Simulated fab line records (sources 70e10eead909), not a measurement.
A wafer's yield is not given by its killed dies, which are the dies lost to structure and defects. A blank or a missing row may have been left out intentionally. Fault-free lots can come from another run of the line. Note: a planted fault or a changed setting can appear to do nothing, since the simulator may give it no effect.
fab line records	flow nand_harc
record lots=12	wafers=34	last_day=33
route steps=1302 shown A_STAIRCASE@884 A_SGD_CUT@905
lots that met no fault: taken from a fault-free run of the same line
start_h: the number of hours between the record's first day and the start of the first shown wafer of the lot	wait_h: hours since the lot's step before	" as in the row above	L1.1+2: a single row standing in for several wafers	- value missing, or start not given	* or withheld: withheld	< > ~ a bound
route shown NAME@n: a module of which the file shows steps, and the number in the route of the first	usual: mean/standard deviation taken from wafers without a fault	same: alike in all rows	chamber/n: place in a boat	sites: per-site readings	_std_site: standard deviation of those values	_edge_site: the outer-site mean with the inner-site mean subtracted	radius_mm: how far each site lies from the wafer's centre	mask NAME#n: copy n	behind: the most recent tool/chamber to have shaped the wafer	hold: cause of the lot's hold/its duration in hours/its outcome	device: the n, p or np transistor that did not switch	end of line: at the end of the route, the tests of the same wafers	a step without rows: its recipe alone	killed: at the first sort, the dies lost to defects and structure; wafer yield is something else	map: per-die view of a wafer (x killed, . not killed, _ where there is no die)
set.NAME: the setting as run; set.NAME@STEP: as run at that earlier step	model.NAME: the simulator's own value behind a step, which no gauge read
the route's steps for a sample of lots (tables are steps, rows are wafers)
services: the hour from which a tool's chamber was out of use, counted from the record's first day as start_h (under 0 if before that day), plus the number of hours and why
## steps
# step NHARC_A_STAIRCASE_STRIP_475
# recipe time_s=20	o2_flow_sccm=500	ar_flow_sccm=0	bias_w=0	chemistry=O2
# usual drypump_motor_current_A=6.1/0.42	oes_product_au=0.997/0.0063	rf_vpp_V=57.8/0.87	showerhead_plenum_p_Torr=3.52/0.15	throttle_valve_pct=17.036/0.0097
lot.wafer	tool	chamber	start_h	wait_h	drypump_motor_current_A	oes_product_au	rf_hours_counter_h	rf_vpp_V	showerhead_plenum_p_Torr	throttle_valve_pct
L943.1	rie_diel-13	1	-	-	6.4	1.000	23	57.6	3.28	17.040
L943.2	"	2	"	"	6.0	0.992	41	58.3	3.54	17.059
L943.6	"	1	"	"	6.4	1.000	-	57.6	3.28	17.040
L944.2	rie_diel-13	1	-	-	6.4	1.000	26	57.5	3.28	17.024
L944.4	"	0	"	"	6.0	1.002	25	58.9	3.54	17.050
L944.5	"	2	"	"	6.0	0.991	-	58.2	3.53	17.029
L942.3	rie_diel-13	0	-	-	6.0	0.997	27	57.3	3.54	17.048
L942.1	"	2	"	"	6.0	0.980	46	58.1	3.53	17.052
L942.5	"	1	"	"	6.5	0.995	-	56.0	3.28	17.050
L946.1	rie_diel-13	0	-	-	6.0	0.993	34	57.2	3.53	17.062
L946.4	"	2	"	"	5.9	0.992	53	56.7	3.53	17.046
L946.5	"	0	"	"	6.0	0.987	-	57.4	3.53	17.029
L945.3	rie_diel-13	3	-	-	6.6	0.995	52	57.6	3.37	17.030
L945.6	"	0	"	"	6.0	0.991	-	58.1	3.53	17.037
L945.5	"	1	"	"	6.4	0.989	-	58.6	3.28	17.037
L948.3	rie_diel-03	3	-	-	6.1	0.995	20	58.3	3.49	17.053
L948.1	"	1	"	"	5.2	0.994	22	59.2	3.76	17.029
L948.6	"	3	"	"	6.2	0.992	-	57.8	3.49	17.027
L949.4	rie_diel-03	3	-	-	6.2	0.994	32	57.8	3.48	17.037
L949.1	"	0	"	"	6.0	0.999	25	57.8	3.51	17.032
L949.5	"	2	"	"	5.0	1.000	-	57.2	3.44	17.032
L952.2	rie_diel-13	3	553.04	0.2	6.6	0.992	10	57.6	3.36	17.027
L952.4	"	0	"	"	6.0	0.995	-	57.2	3.53	17.018
L952.5	"	2	"	"	6.0	1.004	-	59.6	3.52	17.032
L957.2	rie_diel-13	1	-	-	6.4	0.993	16	57.2	3.80	17.037
L957.3	"	3	"	"	6.6	0.999	20	57.9	3.35	17.035
L957.5	"	1	"	"	6.4	0.994	-	58.7	3.80	17.035
L959.2	rie_diel-03	1	-	-	5.2	1.011	53	58.0	3.74	17.051
L959.6	"	0	"	"	6.0	1.008	-	57.0	3.50	17.027
L960.4	rie_diel-12	0	-	-	6.2	0.987	6	55.3	3.38	17.037
L960.2	"	1	"	"	6.2	0.988	6	57.8	3.77	17.021
L960.6	"	3	"	"	5.9	0.988	-	58.1	3.73	17.025
L961.3	rie_diel-13	0	-	-	6.0	1.009	45	58.0	3.51	17.031
L961.6	"	1	"	"	6.5	0.994	-	58.4	3.79	17.032
# step NHARC_A_STAIRCASE_DEP_471
# recipe target_thk_a=1000	temp_c=400	pressure_torr=6.5	rf_w=900	teos_flow_sccm=161.4	flow_sccm=2650	target_thk_nm=100	gas=O2	material=SiO2
# usual chamber_pressure_Torr=6.499/0.013	heater_power_w=576/130	rf_fwd_power_W=896.0/2.8	susceptor_temp_C=399.95/0.26	throttle_valve_pct=16.1/0.53
lot.wafer	tool	chamber	start_h	wait_h	chamber_pressure_Torr	heater_power_w	rf_fwd_power_W	susceptor_temp_C	throttle_valve_pct
L943.1	pecvd-01	0	457.01	-	6.504	761	890.1	399.53	16.7
L943.2	"	1	"	"	6.496	721	894.6	399.76	16.3
L943.6	"	1	"	"	6.510	730	898.1	399.78	16.0
L944.2	pecvd-01	2	465.42	-	6.506	454	894.0	400.28	16.7
L944.5	"	2	"	"	6.511	455	895.1	400.11	16.5
L944.4	"	1	"	"	6.493	609	898.5	399.56	16.0
L942.3	pecvd-04	0	468.31	-	6.499	556	899.8	400.01	16.2
L942.1	"	1	"	"	6.527	336	894.4	399.98	15.5
L942.5	"	2	"	"	6.515	584	896.7	400.15	15.4
L946.1	pecvd-03	1	498.23	-	6.508	431	895.6	399.97	15.6
L946.4	"	1	"	"	6.506	436	895.5	400.36	15.6
L946.5	"	2	"	"	6.491	659	897.3	399.84	17.1
L945.3	pecvd-03	2	498.63	-	6.501	715	894.7	399.66	17.0
L945.6	"	2	"	"	6.503	717	892.0	399.88	16.8
L945.5	"	0	"	"	6.523	667	893.6	399.71	15.7
L948.1	pecvd-04	0	511.13	-	6.496	497	899.8	399.96	16.2
L948.3	"	1	"	"	6.490	303	897.0	399.91	15.9
L948.6	"	0	"	"	6.505	491	898.0	399.98	16.2
L949.1	pecvd-01	0	546.76	-	6.501	675	890.4	399.75	16.7
L949.5	"	2	"	"	6.463	503	897.8	399.89	16.3
L949.4	"	1	"	"	6.496	642	899.6	399.88	16.1
L952.2	pecvd-01	1	553.17	-	6.511	765	896.6	399.95	16.2
L952.5	"	0	"	"	6.481	779	893.0	399.88	16.8
L952.4	"	2	"	"	6.496	485	900.1	400.31	16.2
L957.2	pecvd-03	2	583.33	-	6.506	677	889.7	399.96	16.6
L957.3	"	1	"	"	6.508	410	897.0	400.07	15.4
L957.5	"	2	"	"	6.495	695	892.6	399.85	16.5
L959.2	pecvd-03	0	630.64	-	6.505	703	894.8	399.60	15.4
L959.6	"	1	"	"	6.493	513	893.1	400.75	15.5
L960.2	pecvd-03	0	649.08	-	6.498	655	897.8	400.36	15.5
L960.6	"	2	"	"	6.512	623	896.1	399.98	16.9
L960.4	"	0	"	"	6.465	660	897.8	400.41	15.8
L961.3	pecvd-03	0	651.30	-	6.501	665	901.3	399.99	15.6
L961.6	"	1	"	"	6.527	486	895.1	400.32	15.1
# step NHARC_A_SGD_CUT_ETCH_58
# recipe target_depth_a=390	over_etch_frac=0.3	time_s=65	ion_energy_ev=80	cf4_flow_sccm=150	ar_flow_sccm=0	rf_w=300	bias_w=100	chemistry=CF4
# usual drypump_motor_current_A=5.8/0.55	oes_product_au=0.999/0.0081	rf_fwd_power_W=297.4/1	rf_vpp_V=151.5/1.2	showerhead_plenum_p_Torr=1.79/0.069	throttle_valve_pct=13.285/0.0099
lot.wafer	tool	chamber	start_h	wait_h	drypump_motor_current_A	oes_product_au	rf_fwd_power_W	rf_hours_counter_h	rf_vpp_V	showerhead_plenum_p_Torr	throttle_valve_pct
L943.2	rie_diel-11	3	458.76	0.1	5.4	0.983	297.4	2	151.7	1.80	13.300
L943.1	"	0	"	"	6.1	0.990	296.6	2	147.7	1.65	13.288
L943.6	"	3	"	"	5.4	0.981	300.0	-	151.4	1.80	13.278
L944.2	rie_diel-07	0	467.14	0.1	4.6	1.001	298.3	9	153.0	1.89	13.282
L944.5	"	0	"	"	4.6	1.005	296.8	-	152.6	1.89	13.280
L944.4	"	2	"	"	5.5	0.996	297.3	-	151.6	1.81	13.275
L942.1	rie_diel-01	3	470.03	0.1	5.3	0.998	297.3	6	150.8	1.83	13.278
L942.3	"	0	"	"	5.5	1.007	298.8	6	152.6	1.75	13.303
L942.5	"	3	"	"	5.3	0.992	298.2	-	150.7	1.83	13.285
L946.4	rie_diel-07	3	499.79	0.1	6.3	1.007	296.7	1	151.6	1.83	13.302
L946.1	"	0	"	"	4.6	1.005	298.2	1	153.9	1.89	13.272
L946.5	"	3	"	"	6.4	0.981	298.0	-	151.2	1.83	13.288
L945.3	rie_diel-11	2	500.29	0.1	6.1	1.004	296.1	5	152.7	1.86	13.294
L945.6	"	0	"	"	6.1	1.000	296.9	-	150.6	1.65	13.303
L945.5	"	1	"	"	5.6	1.000	297.4	-	151.2	1.83	13.274
L948.3	rie_diel-07	1	512.65	0.1	6.3	1.009	299.6	2	151.5	1.68	13.296
L948.1	"	2	"	"	5.5	0.994	297.3	2	152.3	1.81	13.288
L948.6	"	1	"	"	6.3	0.997	297.8	-	150.1	1.68	13.285
L949.1	rie_diel-07	1	548.43	0.1	6.3	1.006	296.2	4	150.0	1.68	13.289
L949.4	"	3	"	"	6.3	0.998	297.2	3	152.6	1.82	13.283
L949.5	"	1	"	"	6.3	1.011	296.5	-	150.2	1.68	13.277
L952.2	rie_diel-01	2	554.69	0.1	5.9	1.005	297.8	12	151.4	1.76	13.286
L952.4	"	3	"	"	5.4	1.006	296.3	11	151.0	1.83	13.285
L952.5	"	2	"	"	5.9	1.018	297.3	-	149.5	1.76	13.269
L957.3	rie_diel-07	3	584.88	0.1	6.4	0.983	297.2	5	152.9	1.82	13.289
L957.2	"	0	"	"	4.6	1.008	299.2	6	153.5	1.89	13.292
L957.5	"	0	"	"	4.6	1.002	299.7	-	152.5	1.89	13.274
L959.2	rie_diel-01	3	632.21	0.1	5.4	0.992	297.2	5	152.0	1.83	13.288
L959.6	"	0	"	"	5.5	1.005	295.9	-	151.6	1.75	13.288
L960.2	rie_diel-11	2	650.73	0.1	6.1	0.988	298.2	3	152.0	1.86	13.305
L960.4	"	0	"	"	6.1	0.990	296.4	3	149.5	1.64	13.291
L960.6	"	3	"	"	5.4	0.984	300.2	-	151.0	1.80	13.289
L961.3	rie_diel-01	3	652.94	0.1	5.4	0.997	296.1	6	151.7	1.83	13.285
L961.6	"	2	"	"	5.9	0.997	298.7	-	151.1	1.76	13.293
# step NHARC_A_SGD_CUT_CMP_21
# recipe target_thk_nm=148.19
# usual motor_current_A=12.5/1.2	time_to_endpoint_s=48.4/2.3
lot.wafer	tool	chamber	start_h	wait_h	motor_current_A	time_to_endpoint_s
L943.2	cmp-03	2	464.85	0.4	11.3	43.9
L943.1	"	0	"	"	12.5	42.6
L943.6	"	1	"	"	13.1	44.4
L944.2	cmp-01	3	475.33	0.4	12.1	47.5
L944.4	"	2	"	"	12.7	49.9
L944.5	"	0	"	"	13.1	45.2
L942.1	cmp-02	2	475.33	0.4	11.7	47.2
L942.3	"	1	"	"	12.4	46.8
L942.5	"	3	"	"	12.6	48.6
L946.1	cmp-03	2	505.92	0.4	11.4	52.3
L946.4	"	3	"	"	14.3	54.4
L946.5	"	3	"	"	14.7	49.8
L945.3	cmp-01	2	505.93	0.4	12.5	49.2
L945.6	"	1	"	"	13.6	49.4
L945.5	"	2	"	"	12.7	48.6
L948.3	cmp-01	0	515.59	0.4	13.2	45.0
L948.1	"	3	"	"	12.7	48.4
L948.6	"	1	"	"	13.4	48.5
L949.1	cmp-01	3	553.92	0.4	12.1	48.7
L949.4	"	0	"	"	13.1	51.7
L949.5	"	0	"	"	12.6	47.5
L952.4	cmp-02	2	560.42	0.4	12.6	46.5
L952.2	"	3	"	"	12.2	46.4
L952.5	"	1	"	"	12.2	46.4
L957.3	cmp-01	0	590.70	0.4	12.6	43.0
L957.2	"	2	"	"	12.8	48.0
L957.5	"	0	"	"	12.2	47.5
L959.2	cmp-01	1	638.09	0.4	13.3	47.4
L959.6	"	3	"	"	12.7	24.4
L960.2	cmp-01	1	655.67	0.4	13.4	51.6
L960.4	"	2	"	"	12.4	27.4
L960.6	"	1	"	"	13.9	25.3
L961.3	cmp-01	0	655.84	0.5	12.9	45.0
L961.6	"	0	"	"	12.4	25.7
## services
tool	chamber	start_h	hours	kind
cmp-01	-	433.08	1.7	repair
rie_diel-11	2	433.37	2.1	repair
rie_diel-13	1	441.15	3.3	repair
rie_diel-07	3	443.69	27.6	repair
rie_diel-13	1	448.55	5.9	repair
rie_diel-11	1	464.81	7.4	repair
cmp-01	-	468.67	0.5	repair
rie_diel-07	-	471.20	9.0	pm
cmp-01	-	486.13	4.0	pm
pecvd-01	-	492.26	13.0	pm
rie_diel-01	3	500.28	12.8	repair
pecvd-03	2	505.17	1.9	repair
pecvd-01	-	511.79	2.8	repair
rie_diel-13	-	519.08	9.0	pm
cmp-01	-	534.57	1.1	repair
pecvd-03	-	547.00	13.0	pm
rie_diel-01	-	557.93	9.0	pm
pecvd-01	-	562.76	1.0	repair
cmp-01	-	564.83	2.3	repair
cmp-01	-	584.13	4.0	pm
pecvd-01	-	591.97	1.1	repair
rie_diel-07	3	627.36	4.3	repair
rie_diel-07	-	648.20	9.0	pm
pecvd-01	1	655.89	113.5	repair
## key
first_sign step=NHARC_A_SGD_CUT_CMP_21	reading=time_to_endpoint_s	direction=down	sigmas=9.8	usual=*	struck=*
effect none on later readings
met_at NHARC_A_SGD_CUT_CMP_21
struck_lots L959,L960,L961
struck_wafers L959.6,L960.4,L960.6,L961.6
tester_left_out L959,L960,L961
not_acting_at NHARC_A_STAIRCASE_STRIP_475,NHARC_A_STAIRCASE_DEP_471,NHARC_A_SGD_CUT_ETCH_58
onset_between 590.70 638.09
fault kind=process_parameter_drift	tool=cmp-01	chamber=-	onset_h=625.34	steps=NHARC_A_SGD_CUT_CMP_21	channel=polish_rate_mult	offset=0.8	shape=step	end_h=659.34	scope=struck_wafers_only
# tester_left_out: of these lots the tester's yield and bins aren't shown, on N5 and GAA mostly nor the transistor test; their killed dies are dies lost to structure and defects alone, not to doping, threshold or leakage, so they don't give the yield
